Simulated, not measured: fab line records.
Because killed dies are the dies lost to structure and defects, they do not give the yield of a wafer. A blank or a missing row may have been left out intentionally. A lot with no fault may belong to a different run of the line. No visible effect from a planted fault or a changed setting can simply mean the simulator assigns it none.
Matching of chambers	flow nandHarc	rieDiel-09 running NHARC_A_STAIRCASE_DESCUM_252: 4 sister chambers
The step chemistry O2, time 3 s. 4 wafers are shown with their chamber, then 11 later ones without.

== WAFERS WITH THEIR CHAMBER ==
wafer	chamber	showerheadPlenumPTorr (Torr)
L084.2	2	1.91
L086.5	0	1.98
L086.6	3	2.04
L088.3	1	1.85

== WAFERS MISSING THEIR CHAMBER ==
wafer	showerheadPlenumPTorr (Torr)
L088.5	1.85
L088.6	2.04
L091.2	1.97
L091.4	1.85
L091.5	1.97
L092.1	1.97
L092.2	1.85
L092.3	1.91
L097.4	2.03
L097.5	2.03
L097.6	1.90

== THE CHAMBER EACH PASSED THROUGH ==
wafer	from the rows above	in truth
L088.5	1	1
L088.6	3	3
L091.2	0	0
L091.4	1	1
L091.5	0	0
L092.1	0	0
L092.2	1	1
L092.3	2	2
L097.4	3	3
L097.5	3	3
L097.6	2	2
Placed correctly: 11 of 11. From these rows, 0 cannot be placed. Wrongly placed: 0.
How it was worked out, from the rows above alone: a wafer's distance from a chamber is the root of the sum, over the readings, of the square of ((its reading less the chamber's mean) divided by the reading's scatter). The wafer belongs to the nearest chamber; if the next one is less than 2 further off, it can't be placed. The mean given for a chamber averages the wafers shown for that chamber. The scatter: with one shown wafer a chamber, the root of the mean of the squares of how far each hidden wafer lies from its nearest shown one.
